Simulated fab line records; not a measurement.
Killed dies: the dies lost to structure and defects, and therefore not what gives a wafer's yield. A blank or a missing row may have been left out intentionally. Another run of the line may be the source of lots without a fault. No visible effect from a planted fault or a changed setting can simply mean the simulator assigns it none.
fab line records    flow n5-finfet
record: lots: 6  wafers: 16  last-day: 18
route steps=1938 shown BEOL_M12@1625 PASSIVATION@1936
lots untouched by any fault: they come from a run of this same line in which no faults occurred
start-h: the number of hours between the record's first day and the start of the first shown wafer of the lot    wait-h: hours elapsed since this lot's preceding step    " as in the row above    L1.1+2: one row covering several wafers at once    - no value, or no start was given    * or withheld: withheld    < > ~ a bound
route shown NAME@n: NAME is a module with steps in the file, n the number in the route of the first one    usual: mean/standard deviation of fault-free wafers    same: alike in all rows    chamber/n: place in a boat    sites: readings site by site    _std_site: standard deviation across them    _edge_site: outer sites' mean less inner sites'    radius-mm: how far each site lies from the wafer's centre    mask NAME#n: copy n    behind: the last tool/chamber to shape the wafer    hold: cause of the lot's hold/its duration in hours/its outcome    device: names the non-switching transistor (n, p or np)    end of line: tests of these same wafers at the route's end    a step given without rows: its recipe and nothing more    killed: count of dies lost to structure and defects at first sort (not the wafer's yield)    map: per-die view of a wafer (x killed, . not killed, _ where there is no die)
set.NAME: the setting that was run; set.NAME@STEP: the one run at that earlier step    model.NAME: the simulator's own value behind a step, which no gauge read
lots at selected steps of the route; one table per step, one row per wafer
services: from which hour (start-h, from the record's first day; less than 0 if before it) a tool's chamber was out of use, for how many hours, and why
== steps ==
step: N5_BEOL_M12_COAT_22
recipe: spin-rpm: 2888  resist-thk-nm: 300
step: N5_BEOL_M12_EBR_24
recipe: solvent: PGMEA  ebr-width-mm: 1.5
step: N5_BEOL_M12_SOFTBAKE_23
recipe: temp-c: 130  time-s: 60
step: N5_BEOL_M12_EXPOSE_25
recipe: mask-id: M12  na: 0.93  source-shape: conventional  sigma-outer: 0.4  polarization: unpolarized  dose-mj: 21.8
step: N5_BEOL_M12_PEB_26
recipe: peb-temp-c: 130  peb-time-s: 90
step: N5_BEOL_M12_DEVELOP_27
recipe: develop-time-s: 45  rinse-liquid: diw  dry: air-spin  dev-temp-c: 21
step: N5_BEOL_M12_HARDBAKE_32
recipe: temp-c: 130  time-s: 120
step: N5_BEOL_M12_CD_MEAS_28
recipe: target-cd-nm: 160.2  landing-energy-ev: 500  detector: se-inlens  polarity: opening
usual: cd-nm: 160.0/1.9
lot.wafer  tool       chamber  start-h  wait-h  cd-nm
L100.2     cd-sem-03  0        260.12   -       160.9
L100.4     "          0        "        "       159.8
L100.6     "          0        "        "       159.5
L107.1     cd-sem-03  0        293.27   -       161.3
L107.3     "          0        "        "       160.5
L107.6     "          0        "        "       160.0
L112.2     cd-sem-02  0        318.26   -       160.7
L112.6     "          0        "        "       159.6
L111.1     cd-sem-01  0        323.76   -       161.7
L111.6     "          0        "        "       159.9
L119.1     cd-sem-01  0        373.72   -       160.2
L119.2     "          0        "        "       159.2
L119.5     "          0        "        "       159.5
L122.3     cd-sem-03  0        385.53   -       159.6
L122.4     "          0        "        "       156.8
L122.6     "          0        "        "       160.6
step: N5_BEOL_M12_OVL_MEAS_29
recipe: points-per-wafer: 44
usual: M12_OVL: -4/5.3
lot.wafer  tool        chamber  start-h  wait-h  M12_OVL[nm]
L100.2     overlay-02  0        260.15   0.0     3
L100.4     "           0        "        "       -3
L100.6     "           0        "        "       -2
L107.1     overlay-01  0        293.30   0.0     -5
L107.3     "           0        "        "       -3
L107.6     "           0        "        "       5
L112.2     overlay-02  0        318.29   0.0     -4
L112.6     "           0        "        "       1
L111.1     overlay-02  0        323.79   0.0     -6
L111.6     "           0        "        "       -7
L119.1     overlay-02  0        373.75   0.0     -1
L119.2     "           0        "        "       -9
L119.5     "           0        "        "       -3
L122.3     overlay-02  0        385.56   0.0     -1
L122.4     "           0        "        "       -6
L122.6     "           0        "        "       -9
step: N5_BEOL_M12_INSPECT_30
recipe: mode: adi  inspect-instrument: macro
usual: raw-defect-count: 1.9/1.4
lot.wafer  tool               chamber  start-h  wait-h  raw-defect-count
L100.2     defect-inspect-02  -        260.17   0.0     2
L100.4     "                  -        "        "       1
L100.6     "                  -        "        "       2
L107.1     defect-inspect-01  -        293.33   0.0     2
L107.3     "                  -        "        "       1
L107.6     "                  -        "        "       1
L112.2     defect-inspect-02  -        318.31   0.0     0
L112.6     "                  -        "        "       1
L111.1     defect-inspect-01  -        323.81   0.0     1
L111.6     "                  -        "        "       4
L119.1     defect-inspect-01  -        373.77   0.0     1
L119.2     "                  -        "        "       0
L119.5     "                  -        "        "       2
L122.3     defect-inspect-01  -        385.59   0.0     0
L122.4     "                  -        "        "       3
L122.6     "                  -        "        "       1
step: N5_BEOL_M12_DESCUM_33
recipe: chemistry: O2  time-s: 7.9  source-power-w: 50  bias-power-w: 20  pressure-mtorr: 20  rf-frequency-hz: 2.712e+07  temp-c: 40  o2-flow-sccm: 225
usual: chamber-pressure-mTorr: 19.997/0.016  drypump-motor-current-A: 5.9/0.44  oes-product-au: 0.80/0.1  rf-vpp-V: 243.3/1.4  showerhead-plenum-p-Torr: 2.11/0.075  temp-c: 40.01/0.13  throttle-valve-pct: 20.5/0.33
lot.wafer  tool         chamber  start-h  wait-h  chamber-pressure-mTorr  drypump-motor-current-A  oes-product-au  rf-hours-counter-h  rf-vpp-V  showerhead-plenum-p-Torr  temp-c  throttle-valve-pct
L100.2     rie-diel-01  3        261.10   0.9     19.978                  5.8                      0.73            201                 241.6     2.07                      39.91   20.5
L100.4     "            1        "        "       20.013                  6.5                      0.89            27                  244.4     2.16                      40.01   20.0
L100.6     "            2        "        "       19.985                  5.7                      0.73            -                   243.1     2.19                      39.90   21.1
L107.1     rie-diel-05  1        293.39   0.1     20.009                  4.7                      0.66            249                 243.2     2.16                      39.96   21.0
L107.3     "            2        "        "       20.001                  5.9                      0.69            243                 243.3     2.06                      40.08   20.5
L107.6     "            3        "        "       19.972                  5.6                      0.94            -                   242.8     2.14                      39.79   20.0
L112.2     rie-diel-01  1        318.35   0.0     19.974                  6.5                      0.85            44                  243.2     2.15                      40.07   20.0
L112.6     "            3        "        "       20.002                  5.8                      0.72            -                   243.8     2.06                      40.03   20.5
L111.1     rie-diel-01  1        324.14   0.3     20.000                  6.5                      0.83            47                  243.4     2.15                      39.98   20.0
L111.6     "            2        "        "       20.017                  5.7                      0.71            -                   244.5     2.18                      39.95   21.2
L119.1     rie-diel-02  3        374.41   0.6     19.994                  5.9                      0.82            88                  242.5     2.04                      40.15   20.6
L119.2     "            1        "        "       19.989                  5.8                      0.68            220                 239.1     1.97                      39.80   20.5
L119.5     "            2        "        "       20.008                  5.8                      0.74            -                   242.2     2.09                      39.87   20.6
L122.3     rie-diel-02  3        385.62   0.0     20.014                  5.9                      0.82            93                  241.3     2.04                      40.05   20.6
L122.4     "            0        "        "       19.988                  5.2                      0.98            9                   242.3     2.06                      39.80   20.4
L122.6     "            1        "        "       19.988                  5.9                      0.69            -                   241.1     1.97                      40.19   20.5
step: N5_BEOL_M12_ETCH_67
recipe: chemistry: CF4  target: SiARC  target-depth-a: 1430  time-s: 238.3  ion-energy-ev: 80  pressure-mtorr: 40  source-w: 545  bias-w: 36  Ar_flow_sccm: 100  cf4-flow-sccm: 100  ends: cleared
usual: chamber-pressure-mTorr: 40.00/0.033  drypump-motor-current-A: 5.9/0.44  etch-rf-on-time-s: 240/8  oes-product-au: 0.68/0.092  rf-vpp-V: 184.0/1.2  showerhead-plenum-p-Torr: 2.15/0.069  throttle-valve-pct: 15.6/0.3
lot.wafer  tool         chamber  start-h  wait-h  chamber-pressure-mTorr  drypump-motor-current-A  etch-rf-on-time-s  oes-product-au  rf-hours-counter-h  rf-vpp-V  showerhead-plenum-p-Torr  throttle-valve-pct
L100.2     rie-diel-01  3        261.13   0.0     40.00                   5.7                      239                0.62            201                 183.6     2.11                      15.6
L100.4     "            1        "        "       39.94                   6.6                      232                0.75            27                  186.1     2.17                      15.0
L100.6     "            2        "        "       39.99                   5.7                      240                0.62            -                   186.2     2.20                      16.0
L107.1     rie-diel-05  1        293.42   0.0     39.98                   4.8                      253                0.55            249                 183.8     2.19                      16.1
L107.3     "            2        "        "       40.03                   5.8                      235                0.60            243                 183.7     2.10                      15.8
L107.6     "            3        "        "       40.02                   5.6                      247                0.78            -                   185.1     2.20                      15.3
L112.2     rie-diel-01  1        318.38   0.0     40.03                   6.6                      236                0.73            44                  184.7     2.17                      15.1
L112.6     "            3        "        "       39.97                   5.7                      235                0.62            -                   182.9     2.10                      15.7
L111.1     rie-diel-01  1        324.18   0.0     40.01                   6.5                      232                0.73            47                  182.4     2.17                      15.1
L111.6     "            2        "        "       40.00                   5.7                      239                0.61            -                   183.8     2.19                      16.1
L119.1     rie-diel-02  3        374.44   0.0     40.04                   5.9                      231                0.71            88                  182.4     2.08                      15.7
L119.2     "            1        "        "       39.94                   5.9                      250                0.57            220                 182.9     2.02                      15.7
L119.5     "            2        "        "       40.02                   5.8                      249                0.62            -                   185.2     2.15                      15.9
L122.3     rie-diel-02  3        385.65   0.0     39.94                   5.9                      234                0.71            93                  182.7     2.08                      15.7
L122.4     "            0        "        "       39.99                   5.3                      229                0.82            9                   182.0     2.11                      15.6
L122.6     "            1        "        "       40.04                   5.9                      249                0.57            -                   183.8     2.01                      15.7
step: N5_BEOL_M12_ETCH_68
recipe: chemistry: N2/H2  target: SOC  mask-material: SiARC  source-w: 3000  bias-w: 350  temp-c: 40  time-s: 285  ion-energy-ev: 200  pressure-mtorr: 30  n2-flow-sccm: 200  h2-flow-sccm: 200
usual: chamber-pressure-mTorr: 30.000/0.025  drypump-motor-current-A: 5.9/0.45  n2-flow-sccm: 200.0/0.63  oes-product-au: 0.80/0.1  rf-vpp-V: 524.0/2.5  showerhead-plenum-p-Torr: 2.56/0.084  temp-c: 40.02/0.1  throttle-valve-pct: 17.8/0.33
lot.wafer  tool         chamber  start-h  wait-h  chamber-pressure-mTorr  drypump-motor-current-A  n2-flow-sccm  oes-product-au  rf-hours-counter-h  rf-vpp-V  showerhead-plenum-p-Torr  temp-c  throttle-valve-pct  model.SiARC_of_BEOL_M12_COAT_66.thk-nm
L100.2     rie-diel-01  3        261.28   0.1     29.982                  5.8                      200.8         0.73            201                 523.7     2.52                      39.96   17.9                86
L100.4     "            1        "        "       30.009                  6.6                      199.0         0.90            27                  526.0     2.62                      40.13   17.4                85.2
L100.6     "            2        "        "       29.986                  5.7                      200.0         0.73            -                   525.6     2.63                      39.96   18.2                86
L107.1     rie-diel-05  1        293.57   0.1     30.003                  4.8                      199.5         0.65            249                 525.6     2.60                      40.06   18.3                87.2
L107.3     "            2        "        "       30.002                  5.9                      200.3         0.69            243                 522.8     2.48                      39.88   17.6                85.8
L107.6     "            3        "        "       29.964                  5.6                      200.1         0.93            -                   524.7     2.60                      39.94   17.3                86.4
L112.2     rie-diel-01  1        318.53   0.1     30.040                  6.6                      200.3         0.86            44                  525.2     2.62                      40.08   17.4                85.2
L112.6     "            3        "        "       29.978                  5.7                      199.7         0.51            -                   521.2     2.51                      40.10   17.9                96.4
L111.1     rie-diel-01  1        324.32   0.1     29.969                  6.6                      199.6         0.60            47                  525.6     2.61                      39.97   17.4                96.6
L111.6     "            2        "        "       29.989                  5.7                      199.9         0.50            -                   526.5     2.62                      39.95   18.3                97.2
L119.1     rie-diel-02  3        374.59   0.1     29.981                  5.9                      198.3         0.82            89                  521.1     2.48                      39.83   18.0                85.6
L119.2     "            1        "        "       29.979                  5.8                      199.8         0.69            220                 519.0     2.44                      39.83   18.1                86
L119.5     "            2        "        "       30.007                  5.7                      199.4         0.74            -                   522.1     2.55                      39.88   18.0                86.2
L122.3     rie-diel-02  3        385.80   0.1     30.014                  5.9                      200.9         0.80            93                  520.5     2.48                      39.93   18.0                86
L122.4     "            0        "        "       30.040                  5.3                      200.0         0.96            9                   522.7     2.51                      39.98   17.9                84.6
L122.6     "            1        "        "       30.026                  5.8                      200.5         0.69            -                   518.6     2.44                      40.03   18.2                85.8
step: N5_BEOL_M12_STRIP_69
recipe: chemistry: N2/H2  temp-c: 40  n2-flow-sccm: 200  h2-flow-sccm: 200  rf-frequency-hz: 6e+07
step: N5_PASSIVATION_PROBE_49
usual: defect-limited-yield: 91.7/1.4  killed_at_M0_to_M3: 31/11  killed_at_M4_up: 13/4.6  killed-at-contacts: 13/6.7  killed-at-front-end: 39/9.6  killed-at-other: 3.5/2.8  killed-dies: 98/16  killed-open: 64/11  killed-short: 33/8.5  sort_bin_5_function: 4.9/0.96  sort_bin_6_memory: 3.1/0.59  sort_bin_8_speed: 0.2/1.3  sort-n-pass: 1080/23  sort-yield-pct: 91.5/1.9
same: gross-dies: 1180  killed-at-back-side: 0  sort_bin_4_leakage[%]: 0
lot.wafer  tool       chamber  start-h  wait-h  defect-limited-yield[%]  killed_at_M0_to_M3  killed_at_M4_up  killed-at-contacts  killed-at-front-end  killed-at-other  killed-dies  killed-open  killed-short  sort_bin_5_function[%]  sort_bin_6_memory[%]  sort_bin_8_speed[%]  sort-n-pass  sort-yield-pct[%]
L112.2     prober-01  -        351.84   0.1     90.0                     39                  13               15                  48                   3                118          73           45            6.0                     3.9                   0                    1062         90.0
L112.6     prober-01  -        352.04   0.3     90.2                     35                  7                17                  52                   5                116          74           42            6.1                     3.4                   0                    1064         90.2
killed by level:class
L112.2 BEOL_M0_SAQP:geometric-particle:short=11 MOL_CONTACT_COAG:geometric-particle:open=11 BEOL_M3:geometric-particle:open=8 DUMMY_GATE:geometric-particle:open=7 BEOL_M1:geometric-particle:open=7 FIN_SAQP:geometric-particle:open=6 BEOL_M0_SAQP:geometric-particle:open=6 FIN_SAQP:geometric-particle:short=5
L112.6 BEOL_M3:geometric-particle:open=13 STI_FIN_REVEAL:geometric-particle:open=12 MOL_CONTACT_COAG:geometric-particle:open=12 DUMMY_GATE:geometric-particle:open=9 BEOL_M0_SAQP:geometric-particle:short=8 GATE_CUT:geometric-particle:short=8 BEOL_M0_SAQP:geometric-particle:open=6 MOL_CONTACT_COAG:geometric-particle:short=5
== services ==
tool         chamber  start-h  hours  kind
rie-diel-02  3        241.86   46.0   repair
rie-diel-05  3        243.39   -      clean
rie-diel-05  3        243.39   -      consumable-replace:focus-ring
rie-diel-05  3        243.39   13.8   scheduled-down
rie-diel-05  3        243.39   13.8   vent-cycle
rie-diel-05  -        266.00   4.0    pm
rie-diel-05  1        297.00   -      clean
rie-diel-05  1        297.00   -      consumable-replace:focus-ring
rie-diel-05  1        297.00   35.3   scheduled-down
rie-diel-05  0        319.99   7.4    repair
rie-diel-02  0        327.18   -      clean
rie-diel-02  0        327.18   -      consumable-replace:focus-ring
rie-diel-02  0        327.18   35.0   scheduled-down
rie-diel-02  0        327.18   35.0   vent-cycle
rie-diel-01  2        350.29   6.7    repair
rie-diel-02  1        363.22   4.6    repair
rie-diel-01  2        366.80   -      clean
rie-diel-01  2        366.80   -      consumable-replace:focus-ring
rie-diel-01  2        366.80   13.5   scheduled-down
rie-diel-01  2        366.80   13.5   vent-cycle
rie-diel-01  3        380.36   -      clean
rie-diel-01  3        380.36   -      consumable-replace:focus-ring
rie-diel-01  3        380.36   14.8   scheduled-down
rie-diel-01  3        380.36   14.8   vent-cycle
== key ==
first-sign: step: N5_BEOL_M12_ETCH_68  reading: oes-product-au  direction: down  sigmas: 2.5  usual: 0.80  struck: 0.54  wafers-moved: 2
effect none on later readings
model-effect: step: N5_BEOL_M12_ETCH_68  value: SiARC_of_BEOL_M12_COAT_66.thk-nm  without: 85.47  struck: 96.73
met-at N5_BEOL_M12_ETCH_68
struck-wafers L111.1,L111.6,L112.6
onset-between 261.28 318.53
fault: kind: process-parameter-drift  tool: rie-diel-01  chamber: -  onset-h: 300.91  steps: N5_BEOL_M12_ETCH_68  channel: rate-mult  offset: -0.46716  shape: step  end-h: 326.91  scope: struck-wafers-only
